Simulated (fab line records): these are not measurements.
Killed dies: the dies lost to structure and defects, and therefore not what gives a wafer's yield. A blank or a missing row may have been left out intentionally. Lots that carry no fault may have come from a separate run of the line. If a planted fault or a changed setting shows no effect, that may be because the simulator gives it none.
fab line records :: flow n5Finfet
record:
  lots: 6
  wafers: 18
  lastDay: 19
route steps=1938 shown BEOL_M12@1617
lots untouched by any fault: they come from a run of this same line in which no faults occurred
startH: the number of hours between the record's first day and the start of the first shown wafer of the lot :: waitH: hours from the lot's prior step to this one :: " the same as in the row above :: L1.1+2: one row covering several wafers at once :: - value missing, or start not given :: * or withheld: withheld :: < > ~ a bound
route shown NAME@n: names a module that has steps shown in the file, with the first one's number in the route :: usual: mean/standard deviation of fault-free wafers :: same: alike in all rows :: chamber/n: place in a boat :: sites: per-site readings :: _std_site: the values' standard deviation :: _edge_site: inner sites' mean taken away from outer sites' mean :: radiusMm: how far each site lies from the wafer's centre :: mask NAME#n: copy n :: behind: the tool/chamber that last shaped the wafer :: hold: the reason the lot was held/the length of the hold in hours/how it ended :: device: which transistor (n, p or np) failed to switch :: end of line: the same wafers' tests at the end of the route :: step lacking rows: just its recipe :: killed: dies lost to structure and defects at the first sort, not the wafer's yield :: map: shows each die of a wafer: x if killed, . if not, _ if none is there
set.NAME: the run value of the setting; set.NAME@STEP: its run value at that earlier step :: model.NAME: the simulator's own value behind a step, which no gauge read
lots at selected steps of the route; one table per step, one row per wafer
services: when a tool's chamber went out of use (startH, in hours from the record's first day, below 0 if earlier), for how many hours, and the reason
== steps ==
step: N5_BEOL_M12_VIA_ETCH_16
recipe:
  chemistry: C4F8/O2/Ar
  target: SiOC
  pressureMtorr: 30
  sourceW: 3000
  biasW: 700
  Ar_flow_sccm: 400
  C4F8_flow_sccm: 15
  O2_flow_sccm: 8
  heInnerTorr: 15
  heOuterTorr: 30
  targetDepthA: 7248
  timeS: withheld
  ionEnergyEv: 250
  ends: cleared
usual:
  biasW: 699.9/2
  drypumpMotorCurrentA: 5.8/0.41
  oesProductAu: 0.73/0.09
  rfVppV: 665.1/2
  showerheadPlenumPTorr: 3.41/0.066
  throttleValvePct: 24.10/0.22
lot.wafer: L746.3
tool: rieDiel-04
chamber: 1
startH: 315.71
waitH: 0.0
biasW: 703.3
drypumpMotorCurrentA: 5.3
oesProductAu: 0.89
rfVppV: 667.3
showerheadPlenumPTorr: 3.50
throttleValvePct: 23.85

lot.wafer: L746.4
tool: rieDiel-04
chamber: 3
startH: 315.71
waitH: 0.0
biasW: 698.2
drypumpMotorCurrentA: 5.4
oesProductAu: 0.85
rfVppV: 666.9
showerheadPlenumPTorr: 3.50
throttleValvePct: 24.12

lot.wafer: L746.6
tool: rieDiel-04
chamber: 3
startH: 315.71
waitH: 0.0
biasW: 700.1
drypumpMotorCurrentA: 5.4
oesProductAu: 0.85
rfVppV: 667.2
showerheadPlenumPTorr: 3.50
throttleValvePct: 24.15

lot.wafer: L752.2
tool: rieDiel-02
chamber: 1
startH: 338.03
waitH: 0.0
biasW: 700.3
drypumpMotorCurrentA: 5.7
oesProductAu: 0.62
rfVppV: 664.2
showerheadPlenumPTorr: 3.39
throttleValvePct: 24.42

lot.wafer: L752.3
tool: rieDiel-02
chamber: 0
startH: 338.03
waitH: 0.0
biasW: 698.3
drypumpMotorCurrentA: 6.2
oesProductAu: 0.70
rfVppV: 665.4
showerheadPlenumPTorr: 3.42
throttleValvePct: 24.16

lot.wafer: L752.4
tool: rieDiel-02
chamber: 3
startH: 338.03
waitH: 0.0
biasW: 701.2
drypumpMotorCurrentA: 5.8
oesProductAu: 0.82
rfVppV: 667.1
showerheadPlenumPTorr: 3.47
throttleValvePct: 24.02

lot.wafer: L751.1
tool: rieDiel-02
chamber: 0
startH: 345.24
waitH: 0.0
biasW: 702.4
drypumpMotorCurrentA: 6.3
oesProductAu: 0.69
rfVppV: 665.4
showerheadPlenumPTorr: 3.42
throttleValvePct: 24.16

lot.wafer: L751.2
tool: rieDiel-02
chamber: 2
startH: 345.24
waitH: 0.0
biasW: 700.8
drypumpMotorCurrentA: 4.9
oesProductAu: 0.63
rfVppV: 665.3
showerheadPlenumPTorr: 3.38
throttleValvePct: 24.51

lot.wafer: L751.4
tool: rieDiel-02
chamber: 3
startH: 345.24
waitH: 0.0
biasW: 698.0
drypumpMotorCurrentA: 5.8
oesProductAu: 0.82
rfVppV: 667.0
showerheadPlenumPTorr: 3.47
throttleValvePct: 24.04

lot.wafer: L757.1
tool: rieDiel-04
chamber: 3
startH: 375.95
waitH: 0.0
biasW: 699.2
drypumpMotorCurrentA: 5.3
oesProductAu: 0.80
rfVppV: 666.4
showerheadPlenumPTorr: 3.49
throttleValvePct: 24.17

lot.wafer: L757.2
tool: rieDiel-04
chamber: 1
startH: 375.95
waitH: 0.0
biasW: 701.5
drypumpMotorCurrentA: 5.3
oesProductAu: 0.81
rfVppV: 667.4
showerheadPlenumPTorr: 3.49
throttleValvePct: 23.89

lot.wafer: L757.4
tool: rieDiel-04
chamber: 3
startH: 375.95
waitH: 0.0
biasW: 699.5
drypumpMotorCurrentA: 5.3
oesProductAu: 0.80
rfVppV: 667.3
showerheadPlenumPTorr: 3.49
throttleValvePct: 24.17

lot.wafer: L758.1
tool: rieDiel-02
chamber: 3
startH: 382.63
waitH: 0.0
biasW: 700.2
drypumpMotorCurrentA: 5.8
oesProductAu: 0.79
rfVppV: 666.2
showerheadPlenumPTorr: 3.46
throttleValvePct: 24.05

lot.wafer: L758.3
tool: rieDiel-02
chamber: 0
startH: 382.63
waitH: 0.0
biasW: 704.1
drypumpMotorCurrentA: 6.2
oesProductAu: 0.69
rfVppV: 666.2
showerheadPlenumPTorr: 3.41
throttleValvePct: 24.19

lot.wafer: L758.6
tool: rieDiel-02
chamber: 0
startH: 382.63
waitH: 0.0
biasW: 702.2
drypumpMotorCurrentA: 6.2
oesProductAu: 0.69
rfVppV: 666.9
showerheadPlenumPTorr: 3.41
throttleValvePct: 24.20

lot.wafer: L765.2
tool: rieDiel-04
chamber: 0
startH: 422.93
waitH: 0.0
biasW: 699.1
drypumpMotorCurrentA: 6.0
oesProductAu: 0.75
rfVppV: 663.2
showerheadPlenumPTorr: 3.33
throttleValvePct: 23.83

lot.wafer: L765.4
tool: rieDiel-04
chamber: 1
startH: 422.93
waitH: 0.0
biasW: 700.6
drypumpMotorCurrentA: 5.3
oesProductAu: 0.77
rfVppV: 667.1
showerheadPlenumPTorr: 3.48
throttleValvePct: 23.89

lot.wafer: L765.5
tool: rieDiel-04
chamber: 0
startH: 422.93
waitH: 0.0
biasW: 696.8
drypumpMotorCurrentA: 6.0
oesProductAu: 0.75
rfVppV: 662.1
showerheadPlenumPTorr: 3.33
throttleValvePct: 23.84
step: N5_BEOL_M12_STRIP_63
recipe:
  chemistry: N2/H2
  powerW: 1000
  tempC: 250
  h2Frac: 0.65
  overashFraction: 0.3
  pressureMtorr: 1000
  n2FlowSccm: 1750
  h2FlowSccm: 3250
usual:
  drypumpMotorCurrentA: 5.22/0.22
  h2FlowSccm: 3250/9.8
  heaterPowerW: 340/21
  oesProductAu: 0.693/0.0045
  stripTimeToEndpointS: 42.7/0.71
lot.wafer: L746.3
tool: plasmaAsher-01
chamber: 1
startH: 315.93
waitH: -
drypumpMotorCurrentA: 4.89
h2FlowSccm: 3261
heaterPowerW: 313
oesProductAu: 0.696
rfHoursCounterH: -
stripTimeToEndpointS: 43.4

lot.wafer: L746.4
tool: plasmaAsher-01
chamber: 0
startH: 315.93
waitH: -
drypumpMotorCurrentA: 5.35
h2FlowSccm: 3259
heaterPowerW: 346
oesProductAu: 0.695
rfHoursCounterH: -
stripTimeToEndpointS: 41.4

lot.wafer: L746.6
tool: plasmaAsher-01
chamber: 1
startH: 315.93
waitH: -
drypumpMotorCurrentA: 4.90
h2FlowSccm: 3244
heaterPowerW: 314
oesProductAu: 0.695
rfHoursCounterH: -
stripTimeToEndpointS: 42.1

lot.wafer: L752.2
tool: plasmaAsher-01
chamber: 0
startH: 338.23
waitH: -
drypumpMotorCurrentA: 5.40
h2FlowSccm: 3245
heaterPowerW: 351
oesProductAu: 0.695
rfHoursCounterH: 139
stripTimeToEndpointS: 43.1

lot.wafer: L752.3
tool: plasmaAsher-01
chamber: 1
startH: 338.23
waitH: -
drypumpMotorCurrentA: 4.91
h2FlowSccm: 3232
heaterPowerW: 315
oesProductAu: 0.692
rfHoursCounterH: -
stripTimeToEndpointS: 43.6

lot.wafer: L752.4
tool: plasmaAsher-01
chamber: 0
startH: 338.23
waitH: -
drypumpMotorCurrentA: 5.42
h2FlowSccm: 3241
heaterPowerW: 349
oesProductAu: 0.687
rfHoursCounterH: -
stripTimeToEndpointS: 41.9

lot.wafer: L751.1
tool: plasmaAsher-02
chamber: 1
startH: 345.44
waitH: -
drypumpMotorCurrentA: 5.33
h2FlowSccm: 3247
heaterPowerW: 372
oesProductAu: 0.685
rfHoursCounterH: 88
stripTimeToEndpointS: 45.3

lot.wafer: L751.2
tool: plasmaAsher-02
chamber: 0
startH: 345.44
waitH: -
drypumpMotorCurrentA: 5.35
h2FlowSccm: 3264
heaterPowerW: 348
oesProductAu: 0.702
rfHoursCounterH: 88
stripTimeToEndpointS: 44.1

lot.wafer: L751.4
tool: plasmaAsher-02
chamber: 0
startH: 345.44
waitH: -
drypumpMotorCurrentA: 5.40
h2FlowSccm: 3257
heaterPowerW: 351
oesProductAu: 0.692
rfHoursCounterH: -
stripTimeToEndpointS: 43.7

lot.wafer: L757.1
tool: plasmaAsher-02
chamber: 1
startH: 376.15
waitH: -
drypumpMotorCurrentA: 5.30
h2FlowSccm: 3244
heaterPowerW: 366
oesProductAu: 0.696
rfHoursCounterH: 94
stripTimeToEndpointS: 43.5

lot.wafer: L757.2
tool: plasmaAsher-02
chamber: 0
startH: 376.15
waitH: -
drypumpMotorCurrentA: 5.40
h2FlowSccm: 3245
heaterPowerW: 348
oesProductAu: 0.697
rfHoursCounterH: 94
stripTimeToEndpointS: 43.5

lot.wafer: L757.4
tool: plasmaAsher-02
chamber: 0
startH: 376.15
waitH: -
drypumpMotorCurrentA: 5.38
h2FlowSccm: 3266
heaterPowerW: 360
oesProductAu: 0.688
rfHoursCounterH: -
stripTimeToEndpointS: 42.1

lot.wafer: L758.1
tool: plasmaAsher-01
chamber: 0
startH: 382.83
waitH: -
drypumpMotorCurrentA: 5.35
h2FlowSccm: 3257
heaterPowerW: 338
oesProductAu: 0.688
rfHoursCounterH: 148
stripTimeToEndpointS: 42.9

lot.wafer: L758.3
tool: plasmaAsher-01
chamber: 1
startH: 382.83
waitH: -
drypumpMotorCurrentA: 4.91
h2FlowSccm: 3241
heaterPowerW: 317
oesProductAu: 0.697
rfHoursCounterH: -
stripTimeToEndpointS: 43.2

lot.wafer: L758.6
tool: plasmaAsher-01
chamber: 1
startH: 382.83
waitH: -
drypumpMotorCurrentA: 4.89
h2FlowSccm: 3249
heaterPowerW: 317
oesProductAu: 0.686
rfHoursCounterH: -
stripTimeToEndpointS: 42.6

lot.wafer: L765.2
tool: plasmaAsher-01
chamber: 0
startH: 423.13
waitH: -
drypumpMotorCurrentA: 5.38
h2FlowSccm: 3250
heaterPowerW: 355
oesProductAu: 0.699
rfHoursCounterH: 157
stripTimeToEndpointS: 43.1

lot.wafer: L765.4
tool: plasmaAsher-01
chamber: 0
startH: 423.13
waitH: -
drypumpMotorCurrentA: 5.34
h2FlowSccm: 3238
heaterPowerW: 339
oesProductAu: 0.687
rfHoursCounterH: -
stripTimeToEndpointS: 42.8

lot.wafer: L765.5
tool: plasmaAsher-01
chamber: 1
startH: 423.13
waitH: -
drypumpMotorCurrentA: 4.89
h2FlowSccm: 3263
heaterPowerW: 322
oesProductAu: 0.700
rfHoursCounterH: -
stripTimeToEndpointS: 42.0
step: N5_BEOL_M12_STRIP_64
recipe:
  chemistry: N2/H2
  powerW: 1000
  tempC: 250
  h2Frac: 0.65
  overashFraction: 0.3
  pressureMtorr: withheld
  n2FlowSccm: 1750
  h2FlowSccm: 3250
usual:
  drypumpMotorCurrentA: 5.21/0.22
  h2FlowSccm: 3251/9
  heaterPowerW: 340/20
  oesProductAu: 0.715/0.0045
  stripTimeToEndpointS: 31.32/0.09
lot.wafer: L746.3
tool: plasmaAsher-01
chamber: 1
startH: 315.99
waitH: 0.0
drypumpMotorCurrentA: 4.91
h2FlowSccm: 3257
heaterPowerW: 322
oesProductAu: 0.721
rfHoursCounterH: -
stripTimeToEndpointS: 31.40

lot.wafer: L746.4
tool: plasmaAsher-01
chamber: 0
startH: 315.99
waitH: 0.0
drypumpMotorCurrentA: 5.35
h2FlowSccm: 3265
heaterPowerW: 343
oesProductAu: 0.713
rfHoursCounterH: -
stripTimeToEndpointS: 31.33

lot.wafer: L746.6
tool: plasmaAsher-01
chamber: 1
startH: 315.99
waitH: 0.0
drypumpMotorCurrentA: 4.90
h2FlowSccm: 3255
heaterPowerW: 312
oesProductAu: 0.715
rfHoursCounterH: -
stripTimeToEndpointS: 31.40

lot.wafer: L752.2
tool: plasmaAsher-01
chamber: 0
startH: 338.29
waitH: 0.0
drypumpMotorCurrentA: 5.37
h2FlowSccm: 3248
heaterPowerW: 351
oesProductAu: 0.717
rfHoursCounterH: 139
stripTimeToEndpointS: 31.35

lot.wafer: L752.3
tool: plasmaAsher-01
chamber: 1
startH: 338.29
waitH: 0.0
drypumpMotorCurrentA: 4.88
h2FlowSccm: 3262
heaterPowerW: 318
oesProductAu: 0.710
rfHoursCounterH: -
stripTimeToEndpointS: 31.29

lot.wafer: L752.4
tool: plasmaAsher-01
chamber: 0
startH: 338.29
waitH: 0.0
drypumpMotorCurrentA: 5.36
h2FlowSccm: 3249
heaterPowerW: 344
oesProductAu: 0.720
rfHoursCounterH: -
stripTimeToEndpointS: 31.37

lot.wafer: L751.1
tool: plasmaAsher-02
chamber: 1
startH: 345.50
waitH: 0.0
drypumpMotorCurrentA: 5.31
h2FlowSccm: 3250
heaterPowerW: 370
oesProductAu: 0.722
rfHoursCounterH: 88
stripTimeToEndpointS: 31.43

lot.wafer: L751.2
tool: plasmaAsher-02
chamber: 0
startH: 345.50
waitH: 0.0
drypumpMotorCurrentA: 5.37
h2FlowSccm: 3249
heaterPowerW: 352
oesProductAu: 0.721
rfHoursCounterH: 88
stripTimeToEndpointS: 31.43

lot.wafer: L751.4
tool: plasmaAsher-02
chamber: 0
startH: 345.50
waitH: 0.0
drypumpMotorCurrentA: 5.39
h2FlowSccm: 3254
heaterPowerW: 352
oesProductAu: 0.715
rfHoursCounterH: -
stripTimeToEndpointS: 31.46

lot.wafer: L757.1
tool: plasmaAsher-02
chamber: 1
startH: 376.21
waitH: 0.0
drypumpMotorCurrentA: 5.32
h2FlowSccm: 3244
heaterPowerW: 373
oesProductAu: 0.716
rfHoursCounterH: 94
stripTimeToEndpointS: 31.19

lot.wafer: L757.2
tool: plasmaAsher-02
chamber: 0
startH: 376.21
waitH: 0.0
drypumpMotorCurrentA: 5.41
h2FlowSccm: 3260
heaterPowerW: 350
oesProductAu: 0.718
rfHoursCounterH: 94
stripTimeToEndpointS: 31.13

lot.wafer: L757.4
tool: plasmaAsher-02
chamber: 0
startH: 376.21
waitH: 0.0
drypumpMotorCurrentA: 5.42
h2FlowSccm: 3257
heaterPowerW: 353
oesProductAu: 0.719
rfHoursCounterH: -
stripTimeToEndpointS: 31.20

lot.wafer: L758.1
tool: plasmaAsher-01
chamber: 0
startH: 382.89
waitH: 0.0
drypumpMotorCurrentA: 5.41
h2FlowSccm: 3239
heaterPowerW: 340
oesProductAu: 0.708
rfHoursCounterH: 148
stripTimeToEndpointS: 31.37

lot.wafer: L758.3
tool: plasmaAsher-01
chamber: 1
startH: 382.89
waitH: 0.0
drypumpMotorCurrentA: 4.88
h2FlowSccm: 3251
heaterPowerW: 317
oesProductAu: 0.710
rfHoursCounterH: -
stripTimeToEndpointS: 31.36

lot.wafer: L758.6
tool: plasmaAsher-01
chamber: 1
startH: 382.89
waitH: 0.0
drypumpMotorCurrentA: 4.89
h2FlowSccm: 3264
heaterPowerW: 316
oesProductAu: 0.719
rfHoursCounterH: -
stripTimeToEndpointS: 31.26

lot.wafer: L765.2
tool: plasmaAsher-01
chamber: 0
startH: 423.19
waitH: 0.0
drypumpMotorCurrentA: 5.38
h2FlowSccm: 3245
heaterPowerW: 337
oesProductAu: 0.713
rfHoursCounterH: 157
stripTimeToEndpointS: 31.35

lot.wafer: L765.4
tool: plasmaAsher-01
chamber: 0
startH: 423.19
waitH: 0.0
drypumpMotorCurrentA: 5.35
h2FlowSccm: 3258
heaterPowerW: 351
oesProductAu: 0.711
rfHoursCounterH: -
stripTimeToEndpointS: 31.40

lot.wafer: L765.5
tool: plasmaAsher-01
chamber: 1
startH: 423.19
waitH: 0.0
drypumpMotorCurrentA: 4.90
h2FlowSccm: 3260
heaterPowerW: 306
oesProductAu: 0.716
rfHoursCounterH: -
stripTimeToEndpointS: 31.45
step: N5_BEOL_M12_STRIP_71
recipe:
  chemistry: postEtchResidueRemover
  timeS: 60
  tempC: 25
  removerPh: withheld
  removerWaterWtPct: withheld
  removerFluorideWtPct: withheld
step: N5_BEOL_M12_SRD_72
recipe:
  timeS: 30
  tempC: 23
  rinseLiquid: diw
  dry: n2Spin
  spinRpm: 1500
  dryTimeS: 30
step: N5_BEOL_M12_CD_MEAS_17
recipe:
  targetCdNm: 140
  polarity: opening
usual:
  cdNm: 141.0/1.5
lot.wafer: L746.3
tool: cdSem-03
chamber: -
startH: 316.12
waitH: 0.0
cdNm: 141.3

lot.wafer: L746.4
tool: cdSem-03
chamber: -
startH: 316.12
waitH: 0.0
cdNm: 140.4

lot.wafer: L746.6
tool: cdSem-03
chamber: -
startH: 316.12
waitH: 0.0
cdNm: 141.1

lot.wafer: L752.2
tool: cdSem-02
chamber: -
startH: 338.44
waitH: 0.0
cdNm: 140.1

lot.wafer: L752.3
tool: cdSem-02
chamber: -
startH: 338.44
waitH: 0.0
cdNm: 142.8

lot.wafer: L752.4
tool: cdSem-02
chamber: -
startH: 338.44
waitH: 0.0
cdNm: 141.0

lot.wafer: L751.1
tool: cdSem-02
chamber: -
startH: 345.65
waitH: 0.0
cdNm: 142.8

lot.wafer: L751.2
tool: cdSem-02
chamber: -
startH: 345.65
waitH: 0.0
cdNm: 141.2

lot.wafer: L751.4
tool: cdSem-02
chamber: -
startH: 345.65
waitH: 0.0
cdNm: 141.4

lot.wafer: L757.1
tool: cdSem-02
chamber: -
startH: 376.39
waitH: 0.0
cdNm: 139.5

lot.wafer: L757.2
tool: cdSem-02
chamber: -
startH: 376.39
waitH: 0.0
cdNm: 140.3

lot.wafer: L757.4
tool: cdSem-02
chamber: -
startH: 376.39
waitH: 0.0
cdNm: 141.4

lot.wafer: L758.1
tool: cdSem-02
chamber: -
startH: 383.03
waitH: 0.0
cdNm: 141.4

lot.wafer: L758.3
tool: cdSem-02
chamber: -
startH: 383.03
waitH: 0.0
cdNm: 142.6

lot.wafer: L758.6
tool: cdSem-02
chamber: -
startH: 383.03
waitH: 0.0
cdNm: 142.7

lot.wafer: L765.2
tool: cdSem-02
chamber: -
startH: 423.34
waitH: 0.0
cdNm: 142.0

lot.wafer: L765.4
tool: cdSem-02
chamber: -
startH: 423.34
waitH: 0.0
cdNm: 141.4

lot.wafer: L765.5
tool: cdSem-02
chamber: -
startH: 423.34
waitH: 0.0
cdNm: 144.1
step: N5_BEOL_M12_COAT_65
recipe:
  resist: SOC
  tempC: 250
  timeS: 60
  spinRpm: 1500
  resistThkNm: 300
step: N5_BEOL_M12_COAT_66
recipe:
  resist: SiARC
  tempC: 220
  timeS: 60
  spinRpm: 1500
  resistThkNm: 110
step: N5_BEOL_M12_COAT_22
recipe:
  spinRpm: 2888
  resistThkNm: 300
step: N5_BEOL_M12_EBR_24
recipe:
  solvent: PGMEA
  ebrWidthMm: 1.5
step: N5_BEOL_M12_SOFTBAKE_23
recipe:
  tempC: 130
  timeS: 60
step: N5_BEOL_M12_EXPOSE_25
recipe:
  maskId: M12
  na: 0.93
  sourceShape: conventional
  sigmaOuter: 0.4
  polarization: unpolarized
  doseMj: 21.8
step: N5_BEOL_M12_PEB_26
recipe:
  pebTempC: 130
  pebTimeS: 90
usual:
  chillPlateTempC: 23.00/0.097
  exhaustPa: 44.9/0.74
lot.wafer: L746.3
tool: lithoTrack-02
chamber: 0
startH: 316.33
waitH: 0.0
chillPlateTempC: 23.10
exhaustPa: 44.0

lot.wafer: L746.4
tool: lithoTrack-02
chamber: 0
startH: 316.33
waitH: 0.0
chillPlateTempC: 22.99
exhaustPa: 43.6

lot.wafer: L746.6
tool: lithoTrack-02
chamber: 0
startH: 316.33
waitH: 0.0
chillPlateTempC: 23.05
exhaustPa: 44.1

lot.wafer: L752.2
tool: lithoTrack-05
chamber: -
startH: 338.65
waitH: 0.0
chillPlateTempC: -
exhaustPa: -

lot.wafer: L752.3
tool: lithoTrack-05
chamber: -
startH: 338.65
waitH: 0.0
chillPlateTempC: -
exhaustPa: -

lot.wafer: L752.4
tool: lithoTrack-05
chamber: -
startH: 338.65
waitH: 0.0
chillPlateTempC: -
exhaustPa: -

lot.wafer: L751.1
tool: lithoTrack-02
chamber: -
startH: 345.99
waitH: 0.1
chillPlateTempC: -
exhaustPa: -

lot.wafer: L751.2
tool: lithoTrack-02
chamber: -
startH: 345.99
waitH: 0.1
chillPlateTempC: -
exhaustPa: -

lot.wafer: L751.4
tool: lithoTrack-02
chamber: -
startH: 345.99
waitH: 0.1
chillPlateTempC: -
exhaustPa: -

lot.wafer: L757.1
tool: lithoTrack-04
chamber: 0
startH: 376.60
waitH: 0.1
chillPlateTempC: 22.88
exhaustPa: 44.9

lot.wafer: L757.2
tool: lithoTrack-04
chamber: 0
startH: 376.60
waitH: 0.1
chillPlateTempC: 22.94
exhaustPa: 44.9

lot.wafer: L757.4
tool: lithoTrack-04
chamber: 0
startH: 376.60
waitH: 0.1
chillPlateTempC: 23.00
exhaustPa: 45.0

lot.wafer: L758.1
tool: lithoTrack-04
chamber: 0
startH: 383.25
waitH: 0.1
chillPlateTempC: 23.05
exhaustPa: 44.7

lot.wafer: L758.3
tool: lithoTrack-04
chamber: 0
startH: 383.25
waitH: 0.1
chillPlateTempC: 22.99
exhaustPa: 45.4

lot.wafer: L758.6
tool: lithoTrack-04
chamber: 0
startH: 383.25
waitH: 0.1
chillPlateTempC: 22.95
exhaustPa: 45.2

lot.wafer: L765.2
tool: lithoTrack-05
chamber: 0
startH: 423.55
waitH: 0.0
chillPlateTempC: 23.18
exhaustPa: 44.9

lot.wafer: L765.4
tool: lithoTrack-05
chamber: 0
startH: 423.55
waitH: 0.0
chillPlateTempC: 22.98
exhaustPa: 45.0

lot.wafer: L765.5
tool: lithoTrack-05
chamber: 0
startH: 423.55
waitH: 0.0
chillPlateTempC: 23.13
exhaustPa: 43.8
step: N5_BEOL_M12_DEVELOP_27
recipe:
  developTimeS: 45
  rinseLiquid: diw
  dry: airSpin
  devTempC: 21
== services ==
tool: lithoTrack-02
chamber: -
startH: 291.75
hours: -
kind: consumableReplace:filter

tool: rieDiel-02
chamber: 2
startH: 303.28
hours: 3.9
kind: repair

tool: rieDiel-04
chamber: 2
startH: 360.94
hours: -
kind: clean

tool: rieDiel-04
chamber: 2
startH: 360.94
hours: -
kind: consumableReplace:focusRing

tool: rieDiel-04
chamber: 2
startH: 360.94
hours: 16.2
kind: scheduledDown

tool: rieDiel-04
chamber: 2
startH: 360.94
hours: 16.2
kind: ventCycle

tool: rieDiel-02
chamber: 2
startH: 364.20
hours: 19.8
kind: repair

tool: plasmaAsher-01
chamber: -
startH: 376.10
hours: 2.4
kind: repair

tool: plasmaAsher-02
chamber: -
startH: 387.13
hours: 2.1
kind: repair

tool: rieDiel-02
chamber: 1
startH: 387.70
hours: 4.1
kind: repair

tool: rieDiel-02
chamber: 1
startH: 391.96
hours: -
kind: clean

tool: rieDiel-02
chamber: 1
startH: 391.96
hours: -
kind: consumableReplace:focusRing

tool: rieDiel-02
chamber: 1
startH: 391.96
hours: 27.9
kind: scheduledDown

tool: rieDiel-02
chamber: 1
startH: 391.96
hours: 27.9
kind: ventCycle

tool: rieDiel-04
chamber: 3
startH: 393.95
hours: 5.8
kind: repair

tool: rieDiel-04
chamber: 0
startH: 402.36
hours: 3.0
kind: repair

tool: plasmaAsher-02
chamber: -
startH: 410.35
hours: 2.8
kind: pm

tool: rieDiel-02
chamber: -
startH: 419.96
hours: 0.5
kind: repair

tool: rieDiel-02
chamber: 2
startH: 420.60
hours: -
kind: clean

tool: rieDiel-02
chamber: 2
startH: 420.60
hours: -
kind: consumableReplace:focusRing

tool: rieDiel-02
chamber: 2
startH: 420.60
hours: 27.5
kind: scheduledDown

tool: rieDiel-02
chamber: 2
startH: 420.60
hours: 27.5
kind: ventCycle
== key ==
firstSign:
  step: N5_BEOL_M12_PEB_26
  reading: toolRecord
  direction: missing
effect none on later readings
metAt N5_BEOL_M12_PEB_26
struckWafers L751.1,L751.2,L751.4,L752.2,L752.3,L752.4
laterRowsLeftOut L751.1,L751.2,L751.4,L752.2,L752.3,L752.4
sortLeftOut L751.1,L751.2,L751.4,L752.2,L752.3,L752.4
onsetBetween 316.33 338.65
fault:
  kind: skippedStepWhole
  tool: lithoTrack-02,lithoTrack-05
  chamber: -
  onsetH: 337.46
  steps: N5_BEOL_M12_PEB_26
  scope: struckLotsOnly
sortLeftOut: the simulated sort isn't trusted on such a fault, so these wafers' sort isn't shown, and their yield isn't known
laterRowsLeftOut: the simulator's readings of these wafers behind a module that went badly wrong aren't trusted and aren't shown, but for the sort
